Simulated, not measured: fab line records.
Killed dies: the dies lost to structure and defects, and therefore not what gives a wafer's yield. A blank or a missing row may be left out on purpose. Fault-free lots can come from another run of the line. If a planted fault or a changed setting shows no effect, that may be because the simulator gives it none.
Comparing a struck lot with a sound one | flow n5_finfet | 43 out of 1938 route steps
Sound: wafers L617.1, L617.2, L617.5. Wafers L610.2, L610.4, L610.5 were the ones struck. At the end, the cause is stated.
For every step that has rows: the tool of each side, followed by ch and its chambers, followed by its first start. Under that, the readings that differ: sound wafers | struck wafers | difference of the means | sigmas: that difference in standard deviations of wafers without a fault.
alike: readings with means less than 2 such deviations apart, plus words and numbers identical on both sides. not compared: withheld readings, readings lacking a value on some wafer, bounds such as >300 that could conceal the same value, and numbers that have no deviation in the record and whose values overlap.
Wherever a step has rows on one side only, a row that says differs or no value, or a row with sigmas, the two part there. When numbers do not overlap yet have no deviation, they are printed without sigmas and do not part them. A reading missing from all wafers of one side parts the sides only when that side holds two or more wafers.

first, 11 steps without rows for these wafers: N5_BEOL_M2_DESCUM_33 (chemistry O2, time 7 s); N5_BEOL_M2_ETCH_77 (etches underlayer in N2/H2, target depth 6.5 nm, time 5.2 s); N5_BEOL_M2_ETCH_69 (etches SiARC in CF4, target depth 15.6 nm, time 26 s); N5_BEOL_M2_ALD_98 (deposits SiO2, target thk 2.5 nm, pulse time 1 s, co reactant pulse time 1 s); N5_BEOL_M2_ETCHBACK_99 (etches SiO2 in CHF3, target depth 5 nm, time 10.4 s); N5_BEOL_M2_ETCH_70 (etches SOC in N2/H2, target depth 80 nm, overetch 24 nm, time 130 s); N5_BEOL_M2_STRIP_71 (strips in N2/H2); N5_BEOL_M2_STRIP_78 (strips in N2/H2); N5_BEOL_M2_VIA_ETCH_34 (etches the open film in C4F6/O2, target depth 69.4 nm, time 65.9 s); N5_BEOL_M2_STRIP_83 (strips in C4F6/O2); N5_BEOL_M2_STRIP_36 (strips in N2/H2).
N5_BEOL_M2_TRENCH_ETCH_37: etches SiOC in C4F6/O2, target depth 55.555 nm, time 29.2 s.
  sound on rie_diel-01 ch 0,3, day 10 15:21; struck on rie_diel-01 ch 1,3, day 8 23:17
  no value came back on the struck wafers for any of 10 readings (C4F6_flow_sccm (sccm), O2_flow_sccm (sccm) and others); on the sound wafers C4F6_flow_sccm (sccm) reads 10.08 10.00 9.97
  reading                                    | sound          | struck       | difference | sigmas
  model.TiN_of_BEOL_M2_HM_DEP_02.thk_nm (nm) | 17.6 17.4 17.2 | 20.2 20 20.2 | +2.7       |
  not compared: rf_hours_counter_h
then, 2 steps without rows for these wafers: N5_BEOL_M2_ETCH_41 (etches SiCN in CH3F/O2, target depth 29.9 nm, time 52.5 s); N5_BEOL_M2_STRIP_97 (strips in N2/H2, time 10 s).
N5_BEOL_M2_OCD_MEAS_38:
  sound on ocd-02 at day 10 15:30; struck on ocd-02 at day 8 23:26
  reading              | sound          | struck  | difference | sigmas
  trench_depth_nm (nm) | 56.9 56.0 56.2 | 0.5 0 0 | -56.2      | -51
then, 25 steps without rows for these wafers: N5_BEOL_M2_HM_STRIP_39 (strips TiN in peroxide tin strip, target depth 25 nm, time 158 s); N5_BEOL_M2_SRD_40 (time 30 s); N5_BEOL_M2_PRECLEAN_42 (cleans in residue remover, time 60 s); N5_BEOL_M2_SRD_43 (time 30 s); N5_BEOL_M2_DEGAS_44 (time 60 s); N5_BEOL_M2_PRE_CLEAN_45 (time 30 s); N5_BEOL_M2_ALD_84 (deposits TaN, pulse time 2 s, purge time 3 s, co reactant purge time 2 s); N5_BEOL_M2_SURFACE_TREAT_85; N5_BEOL_M2_CVD_47 (deposits Co from CCTBA/H2, target thk 3 nm, time 223.8 s); N5_BEOL_M2_SPUTTER_48 (material Cu, target thk 4.5 nm, time 8.29 s); N5_BEOL_M2_ANNEAL_49 (time 240 s); N5_BEOL_M2_SPUTTER_79 (material Cu, target thk 4.5 nm, time 8.29 s); N5_BEOL_M2_ANNEAL_80 (time 240 s); N5_BEOL_M2_SPUTTER_81 (material Cu, target thk 4.5 nm, time 8.29 s); N5_BEOL_M2_ANNEAL_82 (time 240 s); N5_BEOL_M2_SPUTTER_86 (material Cu, target thk 4.5 nm, time 8.29 s); N5_BEOL_M2_ANNEAL_87 (time 240 s); N5_BEOL_M2_SPUTTER_88 (material Cu, target thk 4.5 nm, time 8.29 s); N5_BEOL_M2_ANNEAL_89 (time 240 s); N5_BEOL_M2_SPUTTER_90 (material Cu, target thk 4.5 nm, time 8.29 s); N5_BEOL_M2_ANNEAL_91 (time 240 s); N5_BEOL_M2_SPUTTER_92 (material Cu, target thk 4.5 nm, time 8.29 s); N5_BEOL_M2_ANNEAL_93 (time 240 s); N5_BEOL_M2_SPUTTER_94 (material Cu, target thk 4.5 nm, time 8.29 s); N5_BEOL_M2_ANNEAL_95 (time 240 s).
N5_BEOL_M2_CMP_52: polishes, stops on SiOC, t overpolish 6.8 s, target thk 40 nm.
  sound on cmp-01 ch 0,1,3, day 10 19:17; struck on cmp-02 ch 0,1,2, day 9 03:07
  reading                                | sound          | struck    | difference | sigmas
  model.Cu_of_BEOL_M2_ECD_50.thk_nm (nm) | 41.2 41.8 41.2 | 0.4 1.6 0 | -40.7      |
  alike: motor_current_A, platen_rpm
N5_BEOL_M4_RC_MEAS_101:
  the record has rows for the sound wafers here (prober-01 ch 0, day 11 20:53) and none for the struck ones
-- a jump in the record: the struck wafers' starts before and after are 5 days apart (it breaks off in module BEOL_M4 and resumes in module PASSIVATION, where the first step shown is number 1936 of the route) --
N5_PASSIVATION_PROBE_49:
  rows exist in the record for the struck wafers here (prober-02, day 14 10:52), but not for the sound ones

== WHERE THEY PART ==
Last at N5_PASSIVATION_PROBE_49 as far as this record goes, first at N5_BEOL_M2_TRENCH_ETCH_37.

WHY: whatever the simulator had introduced
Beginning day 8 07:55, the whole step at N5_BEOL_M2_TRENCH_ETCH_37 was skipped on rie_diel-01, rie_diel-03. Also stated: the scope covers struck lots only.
